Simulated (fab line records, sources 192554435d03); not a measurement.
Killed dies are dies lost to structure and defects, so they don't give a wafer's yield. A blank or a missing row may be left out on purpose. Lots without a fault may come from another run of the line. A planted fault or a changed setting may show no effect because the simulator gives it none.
A struck lot beside a sound one | flow n5_finfet | 37 steps out of a route of 1938
Sound: wafers L215.1, L215.3, L215.6. Struck: wafer L225.6. (L225.4, L225.5 of the same lot were not struck and are left out.) The cause comes at the end.
At each step with rows: each side's tool, then ch and its chambers, then its first start. Under that, the readings that differ: sound wafers | struck wafers | difference of the means | sigmas: that difference in standard deviations of wafers without a fault.
alike: readings whose means differ by less than 2 such deviations, and words and numbers that are the same on both sides. not compared: withheld readings, readings that some wafer has no value for, bounds like >300 that may hide the same value, and numbers for which the record gives no deviation and whose values overlap.
The two part at a step that has a row with sigmas, a row that says differs or no value, or rows on one side only. Numbers that don't overlap but have no deviation are shown without sigmas and don't part them. A reading that every wafer of one side lacks parts them only if that side has two wafers or more.

first, 9 steps without rows for these wafers: N5_BEOL_M4_ANNEAL_95 (time 240 s); N5_BEOL_M4_SPUTTER_96 (material Cu, target thk 4.5 nm, time 8.29 s); N5_BEOL_M4_ECD_50 (material Cu, target thk 300 nm); N5_BEOL_M4_ANNEAL_51 (time 90 s); N5_BEOL_M4_CMP_52 (polishes, stops on SiOC, t overpolish 6.8 s, target thk 40 nm); N5_BEOL_M4_PRE_CLEAN_60 (time 15 s); N5_BEOL_M4_CO_CAP_55 (material Co, precursor CCTBA/H2, target thk 2 nm, time 102.1 s); N5_BEOL_M4_PRE_CLEAN_56 (time 15 s); N5_BEOL_M4_DEP_57 (deposits SiCN from 3MS/NH3, target thk 8 nm, time 14 s).
N5_BEOL_M4_RC_MEAS_101:
  sound on prober-02 ch 0, day 9 20:17; struck on prober-01 ch 0, day 11 22:43
  alike: DIBL_N, DIBL_P, IOFF_N, IOFF_P, ION_N, ION_P, SS_N, SS_P, VT_N, VT_P
then, 24 steps without rows for these wafers: N5_BEOL_M5_ILD_DEP_00 (deposits SiCOH lowk from DEMS/porogen, target thk 140.64 nm, time 25.9 s); N5_BEOL_M5_CURE_79 (cures SiCOH lowk, time 240 s); N5_BEOL_M5_PECVD_70 (deposits SiO2 from TEOS/O2, target thk 16 nm, time 18 s); N5_BEOL_M5_HM_DEP_02 (deposits TiN, target thk 20 nm); N5_BEOL_M5_COAT_59 (time 60 s, resist thk 60 nm); N5_BEOL_M5_COAT_60 (time 60 s, resist thk 12 nm); N5_BEOL_M5_COAT_71 (time 60 s, resist thk 5 nm); N5_BEOL_M5_COAT_05 (resist thk 30 nm); N5_BEOL_M5_EBR_07; N5_BEOL_M5_SOFTBAKE_06 (time 60 s); N5_BEOL_M5_EXPOSE_08 (exposes mask M5, target cd 28 nm); N5_BEOL_M5_PEB_09 (peb time 60 s); N5_BEOL_M5_DEVELOP_10 (develop time 30 s); N5_BEOL_M5_DESCUM_16 (chemistry O2, time 7 s); N5_BEOL_M5_ETCH_72 (etches underlayer in N2/H2, target depth 6.5 nm, time 5.2 s); N5_BEOL_M5_ETCH_61 (etches SiARC in CF4, target depth 15.6 nm, time 26 s); N5_BEOL_M5_ETCH_62 (etches SOC in N2/H2, target depth 75 nm, overetch 15 nm, time 112.5 s); N5_BEOL_M5_STRIP_63 (strips in N2/H2); N5_BEOL_M5_STRIP_73 (strips in N2/H2); N5_BEOL_M5_STRIP_64 (strips in CF4); N5_BEOL_M5_HM_OPEN_17 (chemistry Cl2/BCl3, target TiN, target depth 20 nm, overetch 6 nm); N5_BEOL_M5_STRIP_19 (strips in O2); N5_BEOL_M5_COAT_65 (time 60 s, resist thk 60 nm); N5_BEOL_M5_COAT_66 (time 60 s, resist thk 12 nm).
N5_BEOL_M8_ALD_77: deposits TaN, target thk 2 nm, pulse time 2 s, purge time 3 s.
  sound on ald_metal-02 ch 0,3, day 11 09:20; struck on ald_metal-02 ch 3, day 13 13:37
  alike: heater_power_w, susceptor_temp_C
-- the record jumps here: 3 days lie between the struck wafers' starts before and after (it left off in module BEOL_M8 and takes up again in module BEOL_M15, whose first step shown is number 1830 of the route) --
N5_BEOL_M15_RC_MEAS_101:
  sound on prober-01 ch 0, day 13 10:13; struck on prober-01 ch 0, day 16 05:41
  reading                | sound                 | struck   | difference | sigmas
  COMB_M8_max_site (S/m) | 7.2e-11 3e-11 4.5e-11 | 3.19e-10 | +2.70e-10  | +31
  SERP_M10 (ohm/um)      | 2.99 3.02 2.96        | 3.13     | +0.14      | +2
  SERP_M12 (ohm/um)      | 0.637 0.637 0.620     | 0.596    | -0.035     | -3
  SERP_M5 (ohm/um)       | 36.9 36.0 36.7        | 41.5     | +5.0       | +3
  alike: COMB_M10, COMB_M11, COMB_M12, COMB_M13, COMB_M14, COMB_M15, COMB_M5, COMB_M6, COMB_M7, COMB_M7_max_site, COMB_M8, COMB_M9, SERP_M11, SERP_M11_max_site, SERP_M13, SERP_M14, SERP_M6, SERP_M7, SERP_M8, SERP_M9
N5_PASSIVATION_PROBE_49:
  sound on prober-02, day 13 23:13; struck on prober-02, day 16 22:20
  reading                | sound | struck | difference | sigmas
  sort_bin_4_leakage (%) | 0 0 0 | 0.59   | +0.59      |
  alike: defect_limited_yield, killed_at_M0_to_M3, killed_at_M4_up, killed_at_contacts, killed_at_front_end, killed_at_other, killed_dies, killed_open, killed_short, sort_bin_5_function, sort_bin_6_memory, sort_n_pass, sort_yield_pct

WHERE THEY PART
Only at N5_BEOL_M15_RC_MEAS_101, within this record. Later steps at which nothing parts them and some readings are alike: N5_PASSIVATION_PROBE_49.

WHY: what the simulator had put in
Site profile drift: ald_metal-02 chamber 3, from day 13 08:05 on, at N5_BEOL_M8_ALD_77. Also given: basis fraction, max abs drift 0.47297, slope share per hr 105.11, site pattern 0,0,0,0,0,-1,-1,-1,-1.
